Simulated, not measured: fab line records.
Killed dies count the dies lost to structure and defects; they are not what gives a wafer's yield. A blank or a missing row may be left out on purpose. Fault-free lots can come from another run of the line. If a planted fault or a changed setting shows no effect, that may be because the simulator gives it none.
Code-filled problem report in 8D (eight disciplines) form / flow n5-finfet / the parts of the form that need people (team, actions taken, sign-off) are left out

1. WHAT WENT WRONG
N5_BEOL_M3_INSPECT_30, raw-defect-count: mean 950 over 1 wafer from 1 lot; wafers with no fault: 420, standard deviation 93. That is +5.7 standard deviations from the usual mean.
The step: inspects for defects (brightfield).
First observed at day 9 09:23: wafer L930.5, on defect-inspect-02. The record has a number at this step for 24 wafers belonging to 9 lots. Rule for "out" (also "out of limits"): further than 4 standard deviations from the usual mean. The rest of the wafers with a number are treated as sound.

2. WHAT IT IS; WHAT IT IS NOT
question=which readings at this step | is=raw-defect-count | is not=-
question=which lots | is=L930 | is not=L925, L928, L938, L939, L941, L942, L944, L946
question=which wafers of those lots | is=all that have a number | is not=-
question=read on which gauges | is=defect-inspect-02 | is not=defect-inspect-01
question=when | is=from day 9 09:23 | is not=up to then (6 sound wafers); but 17 sound wafers of L938, L939, L941, L942, L944, L946 came after

3. THE SUSPECTS, EACH WITH WHAT RULES IT OUT
Counting: a tool stays on the suspect list if, at a process step up to the reading, it processed all lots that are out and no sound lot following the first of them.
- the gauge at N5_BEOL_M3_INSPECT_30: kept. All the wafers that are out were read on defect-inspect-02, and no step on other tools shows them out.
- rie-diel-04 at N5_BEOL_M3_ETCH_63 (etches SiARC in CF4, target depth 15.6 nm, time 26 s): kept. It ran the lot that is out, L930 (day 9 08:37), and no sound lot after that; its last sound lot up to then is L928 (day 8 04:13).
- rie-diel-04 at N5_BEOL_M3_ETCH_64 (etches SOC in N2/H2, target depth 75 nm, overetch 15 nm, time 112.5 s): kept. It ran the lot that is out, L930 (day 9 08:41), and no sound lot after that; its last sound lot up to then is L928 (day 8 04:15).
After the count, these remain: rie-diel-04 at N5_BEOL_M3_ETCH_63, rie-diel-04 at N5_BEOL_M3_ETCH_64 and defect-inspect-02 at N5_BEOL_M3_INSPECT_30.

4. THE CAUSE (what the simulator had put in)
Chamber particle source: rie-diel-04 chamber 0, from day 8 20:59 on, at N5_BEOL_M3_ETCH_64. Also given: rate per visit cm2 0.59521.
Counting left 3 suspects, and this tool is among them.

5. THE CHAIN OF EFFECTS, in route order
One row per reading whose mean, taken over the struck wafers that have a number, lies over 3 standard deviations from the usual. Scope: only readings with a usual standard deviation given in the record; hours: median across lots of the time from each lot's start at the first step in this table that gives one to its start at this step; sigmas: change in usual standard deviations.
hours=0; step=N5_BEOL_M3_INSPECT_30; reading=raw-defect-count; usual=420; on struck wafers=950; change=+530; sigmas=+5.7
Later steps that measure or inspect, where all struck wafers having a row at the step show a number for every such reading and not one has moved that far: N5_BEOL_M4_RC_MEAS_101.

6. HOW IT WOULD HAVE BEEN CAUGHT EARLIER
Counted from the fault's start at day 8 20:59, it took 12 hours until the first out-of-limits reading at a measuring or inspecting step in this record, taken at day 9 09:23.
Tool readings at N5_BEOL_M3_ETCH_64 with a usual standard deviation given in the record: none out on any struck wafer, hence no alarm at a limit of 4 standard deviations on them.
Each of the lots that are out, 1 in all, had begun N5_BEOL_M3_ETCH_64 on rie-diel-04 no later than day 9 09:23. Had the tool been put on hold then, not one of them would have been saved.
